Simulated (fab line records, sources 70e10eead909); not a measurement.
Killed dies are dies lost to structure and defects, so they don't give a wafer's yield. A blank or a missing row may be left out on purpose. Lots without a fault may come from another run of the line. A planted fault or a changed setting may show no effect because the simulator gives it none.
Which tool did it? | flow nand_harc | 13 lots, 38 wafers sampled, at 5 steps of a route of 1302

WHAT THE GAUGES READ, wafer by wafer
NHARC_A_BONDPAD_OVL_MEAS_35.
lot  | measured     | on         | overlay_x_nm (nm) | overlay_y_nm (nm)
L428 | day 23 15:22 | overlay-01 | 6 6 6             | 10 10 10
L427 | day 23 18:53 | overlay-02 | 8 8 8             | -7 -6 -6
L426 | day 23 23:00 | overlay-01 | -5 -6 -6          | 5 4 4
L429 | day 24 14:46 | overlay-02 | 3 3 2             | 5 5 6
L430 | day 24 16:01 | overlay-01 | -10 -10 -10       | 6 7 6
L432 | day 25 11:41 | overlay-01 | -7 -6 -7          | 8 8 8
L431 | day 25 13:11 | overlay-01 | 4 4 4             | -8 -7 -8
L435 | day 27 04:34 | overlay-02 | -1 -1 -1          | 8 7 7
L439 | day 29 11:45 | overlay-01 | -2 -2 -1          | -6 -6 -6
L444 | day 30 22:19 | overlay-02 | -2 -2             | 8 8
L445 | day 31 03:39 | overlay-01 | 5 5 5             | -3 -3 -3
L448 | day 32 19:34 | overlay-02 | 14 15 14          | -11 -11 -12
L447 | day 32 20:51 | overlay-02 | 6 6 5             | 4 4 5

NHARC_A_BONDPAD_INSPECT_23.
lot  | measured     | on                | raw_defect_count
L428 | day 23 18:05 | defect_inspect-02 | 522 597 508
L427 | day 23 21:34 | defect_inspect-02 | 661 470 511
L426 | day 24 01:41 | defect_inspect-02 | 501 524 488
L429 | day 24 17:29 | defect_inspect-01 | 557 525 732
L430 | day 24 18:50 | defect_inspect-01 | 446 464 592
L432 | day 25 14:27 | defect_inspect-02 | 786 661 584
L431 | day 25 15:55 | defect_inspect-02 | 479 503 575
L435 | day 27 07:17 | defect_inspect-01 | 540 574 490
L439 | day 29 14:27 | defect_inspect-01 | 540 518 428
L444 | day 31 01:02 | defect_inspect-01 | 876 625
L445 | day 31 06:22 | defect_inspect-02 | 600 592 800
L448 | day 32 22:14 | defect_inspect-01 | 870 601 518
L447 | day 32 23:33 | defect_inspect-02 | 521 476 533

NHARC_END_SORT_01.
lot  | measured     | on        | defect_limited_yield (%) | killed_at_array | killed_at_other | killed_at_periphery | killed_dies | killed_open | killed_short
L428 | day 25 04:55 | prober-01 | 95.0 96.8 95.1           | 23 15 20        | 3 2 1           | 8 5 12              | 34 22 33    | 3 3 3       | 4 2 4
L427 | day 25 13:27 | prober-01 | 89.8 91.9 91.6           | 63 49 54        | 0 1 0           | 6 5 3               | 69 55 57    | 2 1 3       | 3 4 1
L426 | day 25 04:56 | prober-02 | 90.0 89.7 90.7           | 67 69 57        | 0 1 0           | 1 0 6               | 68 70 63    | 2 2 2       | 2 6 3
L429 | day 25 23:07 | prober-01 | 89.7 90.4 92.5           | 64 58 46        | 0 2 0           | 6 5 5               | 70 65 51    | 5 1 3       | 1 7 4
L430 | day 25 23:10 | prober-02 | 86.9 87.0 87.0           | 85 86 86        | 0 0 0           | 4 2 2               | 89 88 88    | 3 1 5       | 2 4 2
L432 | day 26 18:14 | prober-02 | 88.9 88.0 87.9           | 70 79 78        | 2 0 3           | 3 2 1               | 75 81 82    | 4 4 5       | 2 0 1
L431 | day 26 19:47 | prober-01 | 92.5 91.4 93.4           | 49 52 43        | 1 1 2           | 1 5 0               | 51 58 45    | 6 3 1       | 2 1 1
L435 | day 28 11:38 | prober-02 | 90.5 88.9 89.8           | 64 70 67        | 0 2 0           | 0 3 2               | 64 75 69    | 4 5 5       | 1 4 2
L439 | day 30 18:28 | prober-01 | 96.5 96.5 95.9           | 16 20 22        | 3 2 5           | 5 2 1               | 24 24 28    | 5 5 1       | 0 2 1
L444 | day 32 08:04 | prober-01 | 83.8 86.6                | 104 85          | 2 0             | 4 6                 | 110 91      | 3 4         | 5 2
L445 | day 32 17:13 | prober-01 | 86.1 88.6 88.6           | 80 67 74        | 3 1 1           | 11 9 2              | 94 77 77    | 4 5 9       | 2 1 3
L448 | day 34 06:13 | prober-02 | 93.2 95.1 91.1           | 40 27 53        | 1 3 1           | 5 3 6               | 46 33 60    | 4 1 5       | 2 4 3
L447 | day 34 06:13 | prober-01 | 88.3 88.8 92.2           | 69 69 50        | 0 0 0           | 10 7 3              | 79 76 53    | 2 5 4       | 3 1 1

WHICH TOOL RAN EACH LOT (tool, then ch and the chambers of the sampled wafers, then the start)
lot  | NHARC_THIN_TSV_ETCH_44             | NHARC_THIN_TSV_ETCH_36
L428 | rie_diel-10 ch 1,2, day 24 11:51   | rie_metal-03 ch 0,1, day 24 18:10
L427 | rie_diel-10 ch 0,3, day 24 10:33   | rie_metal-01 ch 0,1, day 24 16:38
L426 | rie_diel-03 ch 1,3, day 24 15:11   | rie_metal-02 ch 1, day 24 21:34
L429 | rie_diel-10 ch 0,3, day 25 08:24   | rie_metal-03 ch 0,1, day 25 14:31
L430 | rie_diel-10 ch 0,1,3, day 25 09:37 | rie_metal-02 ch 0, day 25 16:01
L432 | rie_diel-05 ch 0,1,3, day 26 03:13 | rie_metal-02 ch 0, day 26 09:39
L431 | rie_diel-03 ch 1,2,3, day 26 04:32 | rie_metal-01 ch 0,1, day 26 10:38
L435 | rie_diel-10 ch 0,1, day 27 19:56   | rie_metal-01 ch 0,1, day 28 02:15
L439 | rie_diel-05 ch 1,2, day 30 03:25   | rie_metal-03 ch 0,1, day 30 09:55
L444 | rie_diel-10 ch 1, day 31 14:18     | rie_metal-03 ch 0,1, day 31 20:38
L445 | rie_diel-05 ch 0,1, day 32 02:41   | rie_metal-02 ch 0,1, day 32 08:46
L448 | rie_diel-03 ch 1,2, day 33 12:23   | rie_metal-01 ch 0,1, day 33 18:32
L447 | rie_diel-03 ch 0,1,3, day 33 11:10 | rie_metal-02 ch 0,1, day 33 17:08
- NHARC_THIN_TSV_ETCH_44: etches the open film in CF4/O2, target depth 1594.2 nm, time 797.1 s.
- NHARC_THIN_TSV_ETCH_36: etches the open film in Cl2/BCl3, target depth 65 nm, time 18.571 s.

WHAT THE TOOLS THEMSELVES READ (means of the sampled wafers that have a number; where no wafer has one, the mark that the record gives instead)
NHARC_THIN_TSV_ETCH_44.
lot  | tool        | drypump_motor_current_A (A) | oes_product_au (a.u.) | rf_vpp_V (V) | run_length_s (s) | showerhead_plenum_p_Torr (Torr) | throttle_valve_pct (%)
L428 | rie_diel-10 | 5.57                        | 1.015                 | 798          | 818.5            | 1.91                            | 16.908
L427 | rie_diel-10 | 5.27                        | 0.991                 | 792          | 817.7            | 1.78                            | 16.908
L426 | rie_diel-03 | 5.67                        | 1.013                 | 794          | 818.5            | 1.83                            | 16.919
L429 | rie_diel-10 | 5.26                        | 0.990                 | 792          | 818.0            | 1.78                            | 16.920
L430 | rie_diel-10 | 5.44                        | 1.001                 | 795          | 818.2            | 1.85                            | 16.907
L432 | rie_diel-05 | 5.62                        | 1.009                 | 792          | 818.4            | 1.78                            | 16.903
L431 | rie_diel-03 | 5.46                        | 1.008                 | 791          | 818.3            | 1.79                            | 16.916
L435 | rie_diel-10 | 5.23                        | 1.010                 | 793          | 817.7            | 1.83                            | 16.912
L439 | rie_diel-05 | 5.88                        | 1.009                 | 789          | 818.8            | 1.75                            | 16.912
L444 | rie_diel-10 | 5.58                        | 1.009                 | 801          | 818.5            | 1.96                            | 16.917
L445 | rie_diel-05 | 5.65                        | 0.999                 | 792          | 818.0            | 1.79                            | 16.914
L448 | rie_diel-03 | 5.36                        | 0.994                 | 790          | 818.3            | 1.77                            | 16.916
L447 | rie_diel-03 | 5.75                        | 1.001                 | 793          | 818.6            | 1.81                            | 16.912

NHARC_THIN_TSV_ETCH_36.
lot  | tool         | drypump_motor_current_A (A) | oes_product_au (a.u.) | run_length_s (s)
L428 | rie_metal-03 | 5.7                         | 0.999                 | 40.1
L427 | rie_metal-01 | 5.2                         | 0.994                 | 40.5
L426 | rie_metal-02 | 6.4                         | 0.989                 | 39.9
L429 | rie_metal-03 | 5.6                         | 0.987                 | 39.5
L430 | rie_metal-02 | 5.2                         | 1.002                 | 39.7
L432 | rie_metal-02 | 5.2                         | 1.012                 | 39.7
L431 | rie_metal-01 | 5.2                         | 0.995                 | 40.5
L435 | rie_metal-01 | 5.4                         | 1.000                 | 40.2
L439 | rie_metal-03 | 5.8                         | 0.996                 | 38.1
L444 | rie_metal-03 | 5.6                         | 1.002                 | 37.1
L445 | rie_metal-02 | 5.5                         | 1.003                 | 39.7
L448 | rie_metal-01 | 5.4                         | 0.999                 | 40.3
L447 | rie_metal-02 | 6.0                         | 1.010                 | 40.0

THE ANSWER, worked out from the rows above alone
Rule: what is usual is taken from the lots themselves. Put in order of their means at a reading, lots are off if they are a third of the lots or fewer, leave a main group of 4 or more, and stand apart from it by a gap of 3 or more times the standard deviation of the main group's means; of several such gaps the widest counts. A main group whose means are all the same, to the digits that the tables above print for the reading, isn't used. A lot without any number at a reading at which 4 lots or more have one is off too. The other lots that the step has rows for count as sound. The gauges are gone through in route order, then the tools' own readings, and for those a lot's mean is taken as printed above. The first step at which some lot is off is used, and at that step the reading that is off furthest; a lot without a number counts as furthest.
Off: L439, L444, at NHARC_THIN_TSV_ETCH_36 (run_length_s). The main group: mean 40.0 s, standard deviation 0.33.
A tool fits if, at that step or a process step before it, it ran every lot that is off, and no sound lot after the first of them. One fits: rie_metal-03 at NHARC_THIN_TSV_ETCH_36. Its last sound lot is L429 (day 25 14:31), its first lot that is off L439 (day 30 09:55): a fault that began between those two fits.
The tool's own readings at NHARC_THIN_TSV_ETCH_36 bear it out: on the lots that are off they differ by more than 5 times the standard deviation of the sound lots' means. run_length_s reads 37.6 s there against 40.0 s on the sound lots.

WHAT THE SIMULATOR HAD PUT IN
Process parameter drift: rie_metal-03, from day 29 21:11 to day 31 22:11, at NHARC_THIN_TSV_ETCH_36. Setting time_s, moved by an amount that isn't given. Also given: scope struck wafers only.
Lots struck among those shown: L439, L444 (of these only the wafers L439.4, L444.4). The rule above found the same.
